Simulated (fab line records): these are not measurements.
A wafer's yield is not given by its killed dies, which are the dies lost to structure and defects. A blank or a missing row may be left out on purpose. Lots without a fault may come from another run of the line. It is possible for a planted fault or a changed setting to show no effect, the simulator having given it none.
The tool behind it: which one? + flow nand-harc + 24 lots, 72 wafers sampled, at 6 steps of a route of 1302

== WHAT THE GAUGES SHOWED, per wafer ==
Not one reading of a measure or inspect step in the record can be checked against a usual standard deviation.

== WHICH TOOL RAN EACH LOT (tool, then ch and the chambers of the sampled wafers, then the start) ==
| lot  | NHARC_A_STAIRCASE_ETCH_21      | NHARC_A_STAIRCASE_TRIM_22      | NHARC_A_STAIRCASE_ETCH_25      | NHARC_A_STAIRCASE_TRIM_193     | NHARC_A_STAIRCASE_ETCH_199     | NHARC_A_STAIRCASE_TRIM_200     |
|------|--------------------------------|--------------------------------|--------------------------------|--------------------------------|--------------------------------|--------------------------------|
| L074 | rie-diel-01 ch 1,2, no start   | rie-diel-01 ch 0,2,3, no start | rie-diel-01 ch 0,1, no start   | rie-diel-08 ch 1,2,3, no start | rie-diel-01 ch 0,1, no start   | rie-diel-01 ch 0,3, no start   |
| L075 | rie-diel-10 ch 0,1, no start   | rie-diel-10 ch 1,2,3, no start | rie-diel-10 ch 0,2,3, no start | rie-diel-10 ch 0,1,3, no start | rie-diel-01 ch 1,2,3, no start | rie-diel-01 ch 0,3, no start   |
| L076 | rie-diel-08 ch 1,2,3, no start | rie-diel-08 ch 0,2,3, no start | rie-diel-08 ch 1,2, no start   | rie-diel-01 ch 0,1,3, no start | rie-diel-01 ch 0,2,3, no start | rie-diel-01 ch 0,2,3, no start |
| L077 | rie-diel-10 ch 1,2, no start   | rie-diel-10 ch 1,2,3, no start | rie-diel-10 ch 1,2, no start   | rie-diel-10 ch 0,3, no start   | rie-diel-10 ch 1,2,3, no start | rie-diel-10 ch 0,1,2, no start |
| L078 | rie-diel-08 ch 0,2,3, no start | rie-diel-08 ch 0,2,3, no start | rie-diel-08 ch 0,1, no start   | rie-diel-10 ch 0,3, no start   | rie-diel-10 ch 0,1,3, no start | rie-diel-10 ch 0,1, no start   |
| L079 | rie-diel-10 ch 1,3, no start   | rie-diel-10 ch 0,1,3, no start | rie-diel-10 ch 2,3, no start   | rie-diel-10 ch 1,3, no start   | rie-diel-10 ch 1,2,3, no start | rie-diel-10 ch 1,2,3, no start |
| L080 | rie-diel-10 ch 1,3, no start   | rie-diel-10 ch 0,1, no start   | rie-diel-10 ch 0,2, no start   | rie-diel-08 ch 0,2, no start   | rie-diel-08 ch 0,1,3, no start | rie-diel-08 ch 0,1,3, no start |
| L081 | rie-diel-10 ch 1,2,3, no start | rie-diel-10 ch 0,2,3, no start | rie-diel-10 ch 1,2,3, no start | rie-diel-10 ch 0,2,3, no start | rie-diel-10 ch 1,3, no start   | rie-diel-10 ch 0,1, no start   |
| L083 | rie-diel-10 ch 0,1,2, no start | rie-diel-10 ch 0,2,3, no start | rie-diel-10 ch 0,1,3, no start | rie-diel-10 ch 1,2,3, no start | rie-diel-08 ch 0,2,3, no start | rie-diel-08 ch 0,1,2, no start |
| L082 | rie-diel-01 ch 0,2, no start   | rie-diel-01 ch 2,3, no start   | rie-diel-01 ch 0,3, no start   | rie-diel-01 ch 1,2,3, no start | rie-diel-08 ch 0,1,2, no start | rie-diel-08 ch 0,3, no start   |
| L084 | rie-diel-10 ch 0,3, no start   | rie-diel-10 ch 0,1,2, no start | rie-diel-10 ch 0,1,3, no start | rie-diel-08 ch 0,3, no start   | rie-diel-01 ch 0,3, no start   | rie-diel-01 ch 0,1, no start   |
| L085 | rie-diel-08 ch 1,2, no start   | rie-diel-08 ch 0,3, no start   | rie-diel-08 ch 1,2,3, no start | rie-diel-10 ch 0,1,3, no start | rie-diel-08 ch 0,1, no start   | rie-diel-08 ch 1,2,3, no start |
| L086 | rie-diel-10 ch 1,2,3, no start | rie-diel-10 ch 1,2,3, no start | rie-diel-10 ch 2,3, no start   | rie-diel-08 ch 2,3, no start   | rie-diel-08 ch 0,3, no start   | rie-diel-08 ch 1,2,3, no start |
| L087 | rie-diel-01 ch 0,3, no start   | rie-diel-01 ch 0,1,3, no start | rie-diel-01 ch 0,3, no start   | rie-diel-01 ch 0,1,2, no start | rie-diel-01 ch 1,2, no start   | rie-diel-01 ch 1,2,3, no start |
| L089 | rie-diel-08 ch 1,2, no start   | rie-diel-08 ch 1,2,3, no start | rie-diel-08 ch 0,1, no start   | rie-diel-10 ch 0,1,2, no start | rie-diel-10 ch 2,3, no start   | rie-diel-10 ch 2,3, no start   |
| L088 | rie-diel-01 ch 2,3, no start   | rie-diel-01 ch 0,1,3, no start | rie-diel-01 ch 1,2, no start   | rie-diel-08 ch 0,2,3, no start | rie-diel-08 ch 1,2,3, no start | rie-diel-08 ch 0,2,3, no start |
| L091 | rie-diel-01 ch 0,1,3, no start | rie-diel-01 ch 1,3, no start   | rie-diel-01 ch 1,3, no start   | rie-diel-01 ch 0,2,3, no start | rie-diel-08 ch 1,3, no start   | rie-diel-08 ch 1,2,3, no start |
| L090 | rie-diel-10 ch 0,2,3, no start | rie-diel-10 ch 1,2,3, no start | rie-diel-10 ch 0,1,3, no start | rie-diel-10 ch 1,2, no start   | rie-diel-10 ch 0,1,3, no start | rie-diel-10 ch 0,1, no start   |
| L092 | rie-diel-01 ch 0,2,3, no start | rie-diel-01 ch 0,1,2, no start | rie-diel-01 ch 1,2,3, no start | rie-diel-10 ch 0,1,2, no start | rie-diel-10 ch 0,2,3, no start | rie-diel-10 ch 0,1,3, no start |
| L093 | rie-diel-01 ch 0,1,2, no start | rie-diel-01 ch 1,2, no start   | rie-diel-01 ch 0,1,2, no start | rie-diel-01 ch 0,1,3, no start | rie-diel-01 ch 0,1, no start   | rie-diel-01 ch 0,1,2, no start |
| L095 | rie-diel-10 ch 0,1,3, no start | rie-diel-10 ch 1,2,3, no start | rie-diel-10 ch 2,3, no start   | rie-diel-10 ch 0,2, no start   | rie-diel-01 ch 2,3, no start   | rie-diel-01 ch 0,1,3, no start |
| L094 | rie-diel-10 ch 1,2, no start   | rie-diel-10 ch 0,1,3, no start | rie-diel-10 ch 1,2,3, no start | rie-diel-10 ch 1,2,3, no start | rie-diel-10 ch 1,2, no start   | rie-diel-10 ch 0,2,3, no start |
| L096 | rie-diel-08 ch 1,2,3, no start | rie-diel-08 ch 0,1,3, no start | rie-diel-08 ch 0,1,3, no start | rie-diel-10 ch 0,1,2, no start | rie-diel-10 ch 1,2,3, no start | rie-diel-10 ch 0,1,2, no start |
| L097 | rie-diel-10 ch 0,1,2, no start | rie-diel-10 ch 0,2,3, no start | rie-diel-10 ch 0,2,3, no start | rie-diel-08 ch 0,2,3, no start | rie-diel-08 ch 0,1,3, no start | rie-diel-08 ch 0,1,2, no start |
- NHARC_A_STAIRCASE_ETCH_21: etches the open film in C4F8/O2, target depth 100 nm, time 40.5 s.
- NHARC_A_STAIRCASE_TRIM_22: chemistry O2, time 211.2 s.
- NHARC_A_STAIRCASE_ETCH_25: etches the open film in C4F8/O2, target depth 100 nm, time 40.5 s.
- NHARC_A_STAIRCASE_TRIM_193: chemistry O2, time 211.2 s.
- NHARC_A_STAIRCASE_ETCH_199: etches the open film in C4F8/O2, target depth 100 nm, time 40.5 s.
- NHARC_A_STAIRCASE_TRIM_200: chemistry O2, time 211.2 s.

== AS READ BY THE TOOLS THEMSELVES (means over the sampled wafers that have a number; for cases with no such wafer, the mark the record gives instead) ==
NHARC_A_STAIRCASE_ETCH_21. Usual: oes-product-au 0.955 a.u., standard deviation 0.016; rf-vpp-V 894 V, standard deviation 5.
| lot  | tool        | oes-product-au (a.u.) | rf-vpp-V (V) | flag |
|------|-------------|-----------------------|--------------|------|
| L074 | rie-diel-01 | 0.949                 | 893          |      |
| L075 | rie-diel-10 | 0.955                 | 890          |      |
| L076 | rie-diel-08 | 0.984                 | 895          |      |
| L077 | rie-diel-10 | 0.955                 | 891          |      |
| L078 | rie-diel-08 | 0.970                 | 890          |      |
| L079 | rie-diel-10 | 0.944                 | 890          |      |
| L080 | rie-diel-10 | 0.980                 | 893          |      |
| L081 | rie-diel-10 | 0.971                 | 893          |      |
| L083 | rie-diel-10 | 0.963                 | 899          |      |
| L082 | rie-diel-01 | 0.962                 | 892          |      |
| L084 | rie-diel-10 | 0.969                 | 896          |      |
| L085 | rie-diel-08 | 0.957                 | 894          |      |
| L086 | rie-diel-10 | 0.941                 | 899          |      |
| L087 | rie-diel-01 | 0.943                 | 891          |      |
| L089 | rie-diel-08 | 0.964                 | 899          |      |
| L088 | rie-diel-01 | 0.952                 | 890          |      |
| L091 | rie-diel-01 | 0.947                 | 892          |      |
| L090 | rie-diel-10 | 0.931                 | 894          |      |
| L092 | rie-diel-01 | 0.959                 | 891          |      |
| L093 | rie-diel-01 | 0.946                 | 891          |      |
| L095 | rie-diel-10 | 0.955                 | 898          |      |
| L094 | rie-diel-10 | 0.953                 | 899          |      |
| L096 | rie-diel-08 | 0.952                 | 895          |      |
| L097 | rie-diel-10 | 0.949                 | 898          |      |

NHARC_A_STAIRCASE_TRIM_22. Usual: drypump-motor-current-A 5.73 A, standard deviation 0.29; oes-product-au 1.001 a.u., standard deviation 0.0091; rf-vpp-V 57.7 V, standard deviation 0.89; showerhead-plenum-p-Torr 3.49 Torr, standard deviation 0.14; throttle-valve-pct 17.035 %, standard deviation 0.0085.
| lot  | tool        | drypump-motor-current-A (A) | oes-product-au (a.u.) | rf-vpp-V (V) | showerhead-plenum-p-Torr (Torr) | throttle-valve-pct (%) | flag |
|------|-------------|-----------------------------|-----------------------|--------------|---------------------------------|------------------------|------|
| L074 | rie-diel-01 | 5.73                        | 0.991                 | 56.8         | 3.42                            | 17.025                 |      |
| L075 | rie-diel-10 | 5.60                        | 1.003                 | 57.7         | 3.46                            | 17.027                 |      |
| L076 | rie-diel-08 | 5.85                        | 0.997                 | 56.9         | 3.37                            | 17.037                 |      |
| L077 | rie-diel-10 | 5.59                        | 0.999                 | 58.4         | 3.46                            | 17.031                 |      |
| L078 | rie-diel-08 | 5.83                        | 0.994                 | 57.7         | 3.37                            | 17.035                 |      |
| L079 | rie-diel-10 | 5.83                        | 1.003                 | 57.6         | 3.44                            | 17.035                 |      |
| L080 | rie-diel-10 | 5.76                        | 1.000                 | 57.4         | 3.41                            | 17.038                 |      |
| L081 | rie-diel-10 | 5.67                        | 1.003                 | 57.1         | 3.52                            | 17.035                 |      |
| L083 | rie-diel-10 | 5.69                        | 0.999                 | 57.9         | 3.52                            | 17.036                 |      |
| L082 | rie-diel-01 | 5.83                        | 0.996                 | 57.7         | 3.39                            | 17.035                 |      |
| L084 | rie-diel-10 | 5.55                        | 0.997                 | 57.6         | 3.61                            | 17.036                 |      |
| L085 | rie-diel-08 | 5.83                        | 0.992                 | 57.9         | 3.34                            | 17.037                 |      |
| L086 | rie-diel-10 | 5.62                        | 1.005                 | 57.9         | 3.62                            | 17.041                 |      |
| L087 | rie-diel-01 | 5.74                        | 0.996                 | 57.3         | 3.43                            | 17.030                 |      |
| L089 | rie-diel-08 | 5.74                        | 1.004                 | 58.0         | 3.51                            | 17.042                 |      |
| L088 | rie-diel-01 | 5.76                        | 1.007                 | 57.4         | 3.42                            | 17.031                 |      |
| L091 | rie-diel-01 | 5.83                        | 1.010                 | 56.9         | 3.40                            | 17.030                 |      |
| L090 | rie-diel-10 | 5.64                        | 1.002                 | 57.6         | 3.61                            | 17.039                 |      |
| L092 | rie-diel-01 | 5.89                        | 0.996                 | 57.6         | 3.41                            | 17.025                 |      |
| L093 | rie-diel-01 | 6.11                        | 0.998                 | 57.1         | 3.38                            | 17.034                 |      |
| L095 | rie-diel-10 | 5.61                        | 1.009                 | 58.0         | 3.61                            | 17.036                 |      |
| L094 | rie-diel-10 | 5.83                        | 1.000                 | 58.3         | 3.59                            | 17.035                 |      |
| L096 | rie-diel-08 | 5.72                        | 1.007                 | 57.8         | 3.66                            | 17.041                 |      |
| L097 | rie-diel-10 | 5.68                        | 1.001                 | 57.5         | 3.49                            | 17.025                 |      |

NHARC_A_STAIRCASE_ETCH_25. Usual: oes-product-au 0.946 a.u., standard deviation 0.01; rf-vpp-V 894 V, standard deviation 4.9.
| lot  | tool        | oes-product-au (a.u.) | rf-vpp-V (V) | flag |
|------|-------------|-----------------------|--------------|------|
| L074 | rie-diel-01 | 0.947                 | 894          |      |
| L075 | rie-diel-10 | 0.941                 | 896          |      |
| L076 | rie-diel-08 | 0.956                 | 900          |      |
| L077 | rie-diel-10 | 0.942                 | 894          |      |
| L078 | rie-diel-08 | 0.951                 | 894          |      |
| L079 | rie-diel-10 | 0.953                 | 896          |      |
| L080 | rie-diel-10 | 0.950                 | 895          |      |
| L081 | rie-diel-10 | 0.945                 | 893          |      |
| L083 | rie-diel-10 | 0.944                 | 898          |      |
| L082 | rie-diel-01 | 0.936                 | 893          |      |
| L084 | rie-diel-10 | 0.957                 | 898          |      |
| L085 | rie-diel-08 | 0.954                 | 895          |      |
| L086 | rie-diel-10 | 0.946                 | 897          |      |
| L087 | rie-diel-01 | 0.935                 | 892          |      |
| L089 | rie-diel-08 | 0.957                 | 898          |      |
| L088 | rie-diel-01 | 0.950                 | 889          |      |
| L091 | rie-diel-01 | 0.947                 | 892          |      |
| L090 | rie-diel-10 | 0.939                 | 898          |      |
| L092 | rie-diel-01 | 0.951                 | 890          |      |
| L093 | rie-diel-01 | 0.935                 | 891          |      |
| L095 | rie-diel-10 | 0.950                 | 895          |      |
| L094 | rie-diel-10 | 0.934                 | 899          |      |
| L096 | rie-diel-08 | 0.944                 | 900          |      |
| L097 | rie-diel-10 | 0.948                 | 894          |      |

NHARC_A_STAIRCASE_TRIM_193. Usual: drypump-motor-current-A 5.75 A, standard deviation 0.27; oes-product-au 1.001 a.u., standard deviation 0.0091; rf-vpp-V 57.7 V, standard deviation 1; showerhead-plenum-p-Torr 3.49 Torr, standard deviation 0.14; throttle-valve-pct 17.037 %, standard deviation 0.0099.
| lot  | tool        | drypump-motor-current-A (A) | oes-product-au (a.u.) | rf-vpp-V (V) | showerhead-plenum-p-Torr (Torr) | throttle-valve-pct (%) | flag |
|------|-------------|-----------------------------|-----------------------|--------------|---------------------------------|------------------------|------|
| L074 | rie-diel-08 | 5.78                        | 1.002                 | 58.1         | 3.53                            | 17.032                 |      |
| L075 | rie-diel-10 | 5.81                        | 1.002                 | 57.1         | 3.44                            | 17.038                 |      |
| L076 | rie-diel-01 | 5.76                        | 1.001                 | 58.4         | 3.45                            | 17.032                 |      |
| L077 | rie-diel-10 | 5.96                        | 1.015                 | 57.2         | 3.52                            | 17.040                 |      |
| L078 | rie-diel-10 | 5.87                        | 1.005                 | 58.1         | 3.51                            | 17.026                 |      |
| L079 | rie-diel-10 | 5.87                        | 1.008                 | 57.8         | 3.45                            | 17.041                 |      |
| L080 | rie-diel-08 | 5.78                        | 0.997                 | 56.5         | 3.31                            | 17.035                 |      |
| L081 | rie-diel-10 | 5.67                        | 1.004                 | 58.3         | 3.52                            | 17.047                 |      |
| L083 | rie-diel-10 | 5.61                        | 1.002                 | 57.8         | 3.63                            | 17.041                 |      |
| L082 | rie-diel-01 | 5.96                        | 0.999                 | 57.6         | 3.41                            | 17.032                 |      |
| L084 | rie-diel-08 | 5.88                        | 0.999                 | 58.1         | 3.39                            | 17.041                 |      |
| L085 | rie-diel-10 | 5.82                        | 1.005                 | 58.1         | 3.60                            | 17.027                 |      |
| L086 | rie-diel-08 | 5.85                        | 1.011                 | 57.3         | 3.38                            | 17.029                 |      |
| L087 | rie-diel-01 | 5.88                        | 0.999                 | 57.8         | 3.42                            | 17.032                 |      |
| L089 | rie-diel-10 | 5.54                        | 1.004                 | 58.2         | 3.60                            | 17.031                 |      |
| L088 | rie-diel-08 | 5.85                        | 1.000                 | 57.7         | 3.35                            | 17.038                 |      |
| L091 | rie-diel-01 | 5.77                        | 0.999                 | 57.9         | 3.39                            | 17.031                 |      |
| L090 | rie-diel-10 | 5.35                        | 1.009                 | 58.2         | 3.62                            | 17.040                 |      |
| L092 | rie-diel-10 | 5.55                        | 0.997                 | 58.3         | 3.59                            | 17.041                 |      |
| L093 | rie-diel-01 | 5.76                        | 0.998                 | 57.4         | 3.42                            | 17.040                 |      |
| L095 | rie-diel-10 | 5.42                        | 1.004                 | 57.8         | 3.50                            | 17.049                 |      |
| L094 | rie-diel-10 | 5.59                        | 1.001                 | 58.2         | 3.60                            | 17.041                 |      |
| L096 | rie-diel-10 | 5.55                        | 1.001                 | 58.6         | 3.58                            | 17.037                 |      |
| L097 | rie-diel-08 | 5.86                        | 0.997                 | 58.6         | 3.51                            | 17.032                 |      |

NHARC_A_STAIRCASE_ETCH_199. Usual: oes-product-au 0.946 a.u., standard deviation 0.011; rf-vpp-V 894 V, standard deviation 5.1.
| lot  | tool        | oes-product-au (a.u.) | rf-vpp-V (V) | flag |
|------|-------------|-----------------------|--------------|------|
| L074 | rie-diel-01 | 0.946                 | 894          |      |
| L075 | rie-diel-01 | 0.941                 | 892          |      |
| L076 | rie-diel-01 | 0.943                 | 892          |      |
| L077 | rie-diel-10 | 0.937                 | 894          |      |
| L078 | rie-diel-10 | 0.939                 | 893          |      |
| L079 | rie-diel-10 | 0.940                 | 893          |      |
| L080 | rie-diel-08 | 0.950                 | 894          |      |
| L081 | rie-diel-10 | 0.941                 | 891          |      |
| L083 | rie-diel-08 | 0.952                 | 889          |      |
| L082 | rie-diel-08 | 0.956                 | 893          |      |
| L084 | rie-diel-01 | 0.943                 | 892          |      |
| L085 | rie-diel-08 | 0.944                 | 893          |      |
| L086 | rie-diel-08 | 0.934                 | 889          |      |
| L087 | rie-diel-01 | 0.947                 | 892          |      |
| L089 | rie-diel-10 | 0.945                 | 896          |      |
| L088 | rie-diel-08 | 0.951                 | 896          |      |
| L091 | rie-diel-08 | 0.957                 | 896          |      |
| L090 | rie-diel-10 | 0.939                 | 898          |      |
| L092 | rie-diel-10 | 0.955                 | 895          |      |
| L093 | rie-diel-01 | 0.943                 | 892          |      |
| L095 | rie-diel-01 | 0.966                 | 891          |      |
| L094 | rie-diel-10 | 0.950                 | 899          |      |
| L096 | rie-diel-10 | 0.945                 | 899          |      |
| L097 | rie-diel-08 | 0.948                 | 900          |      |

NHARC_A_STAIRCASE_TRIM_200. Usual: drypump-motor-current-A 5.75 A, standard deviation 0.26; oes-product-au 1.000 a.u., standard deviation 0.0085; rf-vpp-V 57.6 V, standard deviation 0.89; showerhead-plenum-p-Torr 3.48 Torr, standard deviation 0.15; throttle-valve-pct 17.036 %, standard deviation 0.0095.
| lot  | tool        | drypump-motor-current-A (A) | oes-product-au (a.u.) | rf-vpp-V (V) | showerhead-plenum-p-Torr (Torr) | throttle-valve-pct (%) | flag |
|------|-------------|-----------------------------|-----------------------|--------------|---------------------------------|------------------------|------|
| L074 | rie-diel-01 | 5.61                        | 1.005                 | 57.2         | 3.43                            | 17.038                 |      |
| L075 | rie-diel-01 | 5.54                        | 1.004                 | 56.8         | 3.45                            | 17.039                 |      |
| L076 | rie-diel-01 | 5.74                        | 1.007                 | 57.4         | 3.42                            | 17.042                 |      |
| L077 | rie-diel-10 | 5.55                        | 0.995                 | 56.8         | 3.44                            | 17.036                 |      |
| L078 | rie-diel-10 | 5.68                        | 0.990                 | 56.9         | 3.35                            | 17.031                 |      |
| L079 | rie-diel-10 | 5.60                        | 1.005                 | 57.8         | 3.46                            | 17.035                 |      |
| L080 | rie-diel-08 | 5.75                        | 0.999                 | 57.6         | 3.50                            | 17.033                 |      |
| L081 | rie-diel-10 | 5.69                        | 0.991                 | 57.1         | 3.35                            | 17.045                 |      |
| L083 | rie-diel-08 | 5.70                        | 0.997                 | 57.3         | 3.47                            | 17.038                 |      |
| L082 | rie-diel-08 | 5.80                        | 0.994                 | 56.7         | 3.34                            | 17.034                 |      |
| L084 | rie-diel-01 | 5.71                        | 0.995                 | 57.6         | 3.45                            | 17.036                 |      |
| L085 | rie-diel-08 | 5.76                        | 1.007                 | 57.4         | 3.51                            | 17.041                 |      |
| L086 | rie-diel-08 | 5.77                        | 1.000                 | 57.7         | 3.51                            | 17.032                 |      |
| L087 | rie-diel-01 | 5.96                        | 1.007                 | 58.1         | 3.40                            | 17.041                 |      |
| L089 | rie-diel-10 | 5.47                        | 1.000                 | 58.3         | 3.53                            | 17.033                 |      |
| L088 | rie-diel-08 | 5.85                        | 0.999                 | 57.3         | 3.35                            | 17.040                 |      |
| L091 | rie-diel-08 | 5.75                        | 0.999                 | 56.9         | 3.50                            | 17.030                 |      |
| L090 | rie-diel-10 | 5.70                        | 1.000                 | 57.7         | 3.68                            | 17.032                 |      |
| L092 | rie-diel-10 | 5.82                        | 1.000                 | 58.2         | 3.59                            | 17.035                 |      |
| L093 | rie-diel-01 | 5.91                        | 1.004                 | 57.2         | 3.40                            | 17.032                 |      |
| L095 | rie-diel-01 | 5.75                        | 0.997                 | 57.3         | 3.41                            | 17.041                 |      |
| L094 | rie-diel-10 | 5.69                        | 0.995                 | 58.2         | 3.50                            | 17.047                 |      |
| L096 | rie-diel-10 | 5.55                        | 0.997                 | 56.8         | 3.58                            | 17.040                 |      |
| L097 | rie-diel-08 | 5.70                        | 0.996                 | 58.0         | 3.62                            | 17.030                 |      |

== THE ANSWER, worked out from the rows above alone ==
Rule: a lot counts as off when the mean over its wafers that have a number is more than 3 standard deviations away from the usual mean. A lot without any number at a reading at which 4 lots or more have one is off too. Any other lot the step has rows for is counted as sound. After the gauges, taken in route order, come the tools' own readings; for these a lot's mean is taken, as printed above. The first step at which some lot is off is used, and at that step the reading that is off furthest; a lot without a number counts as furthest.
None of the lots is off at any reading shown; this tells nothing.

== WHAT HAD BEEN PUT IN BY THE SIMULATOR ==
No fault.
